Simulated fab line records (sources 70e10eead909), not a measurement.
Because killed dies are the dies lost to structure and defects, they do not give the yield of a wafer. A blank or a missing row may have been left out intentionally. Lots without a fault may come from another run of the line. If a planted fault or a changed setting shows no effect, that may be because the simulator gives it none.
Which tool was responsible? | flow nand-harc | 13 lots with 39 wafers sampled at 6 steps, on a route of 1159 steps

== WHAT THE GAUGES SHOWED, per wafer ==
NHARC_A_ONON_D1_THK_MEAS_24: measures by ellipsometry. Usual: 998 nm for thk-nm, sd 10.
lot  | measured     | on            | thk-nm (nm)    | flag
L535 | day 8 05:51  | film-metro-01 | 992 991 993    |
L537 | day 8 13:29  | film-metro-01 | 978 979 978    |
L536 | day 8 13:29  | film-metro-02 | 984 984 983    |
L538 | day 8 19:42  | film-metro-01 | 1004 1005 1004 |
L539 | day 9 02:34  | film-metro-01 | 1009 1008 1009 |
L541 | day 9 11:13  | film-metro-02 | 1011 1012 1010 |
L542 | day 9 21:32  | film-metro-02 | 985 987 987    |
L544 | day 10 08:31 | film-metro-02 | 1002 413 413   | OFF
L545 | day 10 08:32 | film-metro-02 | 1003 1002 1003 |
L549 | day 11 04:09 | film-metro-02 | 411 999 1000   | OFF
L552 | day 12 02:23 | film-metro-02 | 998 999 999    |
L554 | day 12 17:17 | film-metro-01 | 1011 1012 1013 |
L555 | day 13 00:51 | film-metro-02 | 1002 1002 1002 |

NHARC_END_SORT_01. Usual: killed-at-array 28, standard deviation 11; killed-at-other 0.7, standard deviation 1.1; killed-at-periphery 2.9, standard deviation 2; killed-dies 32, standard deviation 11; killed-open 3.2, standard deviation 1.8; killed-short 2.0, standard deviation 1.4.
lot  | measured     | on        | killed-at-array | killed-at-other | killed-at-periphery | killed-dies | killed-open | killed-short | flag
L544 | day 21 21:52 | prober-01 | 49 676 673      | 1 0 1           | 2 1 3               | 52 677 677  | 1 5 3       | 2 1 2        | OFF
L549 | day 21 22:17 | prober-02 | 675 26 32       | 1 0 1           | 1 1 2               | 677 27 35   | 3 7 2       | 3 0 5        | OFF

== WHICH TOOL RAN EACH LOT (tool, then ch and the chambers of the sampled wafers, then the start) ==
lot  | NHARC_P_BONDPAD_PRE_CLEAN_26            | NHARC_P_BONDPAD_ACTIVATE_29        | NHARC_A_ONON_D1_DEP_22           | NHARC_A_CHANNEL_HOLE_D1_DEP_01
L535 | pvd-sputter-03, day 6 17:25 or earlier  | rie-diel-05 ch 1,2, day 6 17:25    | pecvd-onon-02 ch 0, day 8 05:27  | pecvd-03 ch 1,2, day 8 10:34
L537 | pvd-sputter-01, day 6 23:49 or earlier  | rie-diel-12 ch 0,3, day 6 23:49    | pecvd-onon-01 ch 0, day 8 13:02  | pecvd-03 ch 0,1,2, day 8 17:12
L536 | pvd-sputter-02, day 7 00:13 or earlier  | rie-diel-12 ch 1,3, day 7 00:13    | pecvd-onon-03 ch 0, day 8 13:02  | pecvd-01 ch 0,2, day 8 17:11
L538 | pvd-sputter-02, day 7 04:23 or earlier  | rie-diel-05 ch 0,2,3, day 7 04:23  | pecvd-onon-01 ch 0, day 8 19:11  | pecvd-04 ch 1,2, day 9 01:19
L539 | pvd-sputter-01, day 7 12:28 or earlier  | rie-diel-06 ch 1,2,3, day 7 12:28  | pecvd-onon-03 ch 0, day 9 02:02  | pecvd-03 ch 0,2, day 9 06:35
L541 | pvd-sputter-03, day 8 00:43 or earlier  | rie-diel-12 ch 0,1,2, day 8 00:43  | pecvd-onon-02 ch 0, day 9 10:45  | pecvd-01 ch 0,1,2, day 9 15:08
L542 | pvd-sputter-01, day 8 09:55 or earlier  | rie-diel-12 ch 0,1,2, day 8 09:55  | pecvd-onon-02 ch 0, day 9 21:05  | pecvd-04 ch 0,1,2, day 10 01:18
L544 | pvd-sputter-03, day 8 19:02 or earlier  | rie-diel-06 ch 1,3, day 8 19:02    | pecvd-onon-02 ch 0, day 10 08:07 | pecvd-03 ch 2, day 10 14:06
L545 | pvd-sputter-03, day 8 20:07 or earlier  | rie-diel-12 ch 1,2, day 8 20:07    | pecvd-onon-03 ch 0, day 10 08:02 | pecvd-04 ch 0,1,2, day 10 14:06
L549 | pvd-sputter-02, day 9 14:58 or earlier  | rie-diel-05 ch 0,3, day 9 14:58    | pecvd-onon-02 ch 0, day 11 03:38 | pecvd-03 ch 1, day 11 07:59
L552 | pvd-sputter-01, day 10 14:33 or earlier | rie-diel-06 ch 0,2,3, day 10 14:33 | pecvd-onon-03 ch 0, day 12 01:59 | pecvd-01 ch 0,1,2, day 12 07:14
L554 | pvd-sputter-01, day 11 03:08 or earlier | rie-diel-12 ch 0,1,2, day 11 03:08 | pecvd-onon-03 ch 0, day 12 16:46 | pecvd-03 ch 0,1, day 12 21:05
L555 | pvd-sputter-02, day 11 13:23 or earlier | rie-diel-12 ch 0,1, day 11 13:23   | pecvd-onon-01 ch 0, day 13 00:20 | pecvd-01 ch 0,1,2, day 13 04:34
- NHARC_P_BONDPAD_PRE_CLEAN_26: time 30 s.
- NHARC_P_BONDPAD_ACTIVATE_29: chemistry N2, time 60 s.
- NHARC_A_ONON_D1_DEP_22: target thk 1000 nm.
- NHARC_A_CHANNEL_HOLE_D1_DEP_01: deposits SiON, target thk 140 nm.

== AS READ BY THE TOOLS THEMSELVES (means over the sampled wafers that have a number; for cases with no such wafer, the mark the record gives instead) ==
NHARC_P_BONDPAD_PRE_CLEAN_26. Usual: 426 W for heater-power-w, sd 45.
lot  | tool           | heater-power-w (W) | flag
L535 | pvd-sputter-03 | 437                |
L537 | pvd-sputter-01 | 407                |
L536 | pvd-sputter-02 | 441                |
L538 | pvd-sputter-02 | 452                |
L539 | pvd-sputter-01 | 404                |
L541 | pvd-sputter-03 | 474                |
L542 | pvd-sputter-01 | 448                |
L544 | pvd-sputter-03 | 385                |
L545 | pvd-sputter-03 | 442                |
L549 | pvd-sputter-02 | 452                |
L552 | pvd-sputter-01 | 401                |
L554 | pvd-sputter-01 | 439                |
L555 | pvd-sputter-02 | 447                |

NHARC_P_BONDPAD_ACTIVATE_29. Usual: drypump-motor-current-A 5.6 A, standard deviation 0.37; oes-product-au 0.998 a.u., standard deviation 0.01; rf-vpp-V 63.9 V, standard deviation 0.85; showerhead-plenum-p-Torr 1.72 Torr, standard deviation 0.083.
lot  | tool        | drypump-motor-current-A (A) | oes-product-au (a.u.) | rf-vpp-V (V) | showerhead-plenum-p-Torr (Torr) | flag
L535 | rie-diel-05 | 5.4                         | 0.981                 | 63.9         | 1.74                            |
L537 | rie-diel-12 | 5.5                         | 0.987                 | 63.9         | 1.67                            |
L536 | rie-diel-12 | 5.1                         | 0.992                 | 63.4         | 1.71                            |
L538 | rie-diel-05 | 5.6                         | 0.997                 | 63.8         | 1.69                            |
L539 | rie-diel-06 | 5.9                         | 1.005                 | 64.1         | 1.73                            |
L541 | rie-diel-12 | 5.7                         | 0.996                 | 63.5         | 1.75                            |
L542 | rie-diel-12 | 5.7                         | 0.999                 | 63.7         | 1.75                            |
L544 | rie-diel-06 | 6.0                         | 1.017                 | 64.1         | 1.73                            |
L545 | rie-diel-12 | 5.5                         | 0.998                 | 64.2         | 1.76                            |
L549 | rie-diel-05 | 5.8                         | 1.002                 | 64.4         | 1.83                            |
L552 | rie-diel-06 | 5.7                         | 1.003                 | 64.7         | 1.72                            |
L554 | rie-diel-12 | 5.6                         | 0.998                 | 64.2         | 1.74                            |
L555 | rie-diel-12 | 5.3                         | 1.006                 | 63.7         | 1.69                            |

NHARC_A_CHANNEL_HOLE_D1_DEP_01. Usual: heater-power-w 779 W, standard deviation 79; showerhead-vpp-V 1171 V, standard deviation 33.
lot  | tool     | heater-power-w (W) | showerhead-vpp-V (V) | flag
L535 | pecvd-03 | 844                | 1162                 |
L537 | pecvd-03 | 774                | 1166                 |
L536 | pecvd-01 | 811                | 1198                 |
L538 | pecvd-04 | 681                | 1217                 |
L539 | pecvd-03 | 701                | 1148                 |
L541 | pecvd-01 | 795                | 1168                 |
L542 | pecvd-04 | 741                | 1174                 |
L544 | pecvd-03 | 741                | 1119                 |
L545 | pecvd-04 | 766                | 1193                 |
L549 | pecvd-03 | 806                | 1186                 |
L552 | pecvd-01 | 791                | 1175                 |
L554 | pecvd-03 | 732                | 1186                 |
L555 | pecvd-01 | 766                | 1173                 |

== THE ANSWER, worked out from the rows above alone ==
Rule: a lot counts as off when the mean over its wafers that have a number is more than 3 standard deviations away from the usual mean. A lot without any number at a reading at which 4 lots or more have one is off too. Where the step has rows for the other lots, those lots are counted as sound. The gauges are gone through in route order, then the tools' own readings, and for those a lot's mean is taken as printed above. The first step at which some lot is off is used, and at that step the reading that is off furthest; a lot without a number counts as furthest.
Off at NHARC_A_ONON_D1_THK_MEAS_24 (thk-nm): L544, L549.
A tool fits if, at a process step before that reading, it ran every lot that is off, and no sound lot after the first of them. The gauges at NHARC_A_ONON_D1_THK_MEAS_24 aren't tried: what is off there is off at NHARC_END_SORT_01 too, on other tools, and a gauge's error can't cause that. With no start given for some of its lots, NHARC_P_BONDPAD_PRE_CLEAN_26 uses the hours and lot order of NHARC_P_BONDPAD_ACTIVATE_29. One fits: pecvd-onon-02 at NHARC_A_ONON_D1_DEP_22. A fault onset in the window from L542 (day 9 21:05, its last sound lot) to L544 (day 10 08:07, its first lot off) fits.

== WHAT HAD BEEN PUT IN BY THE SIMULATOR ==
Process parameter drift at NHARC_A_ONON_D1_DEP_22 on pecvd-onon-02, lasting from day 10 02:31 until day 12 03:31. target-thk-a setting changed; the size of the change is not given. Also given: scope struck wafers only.
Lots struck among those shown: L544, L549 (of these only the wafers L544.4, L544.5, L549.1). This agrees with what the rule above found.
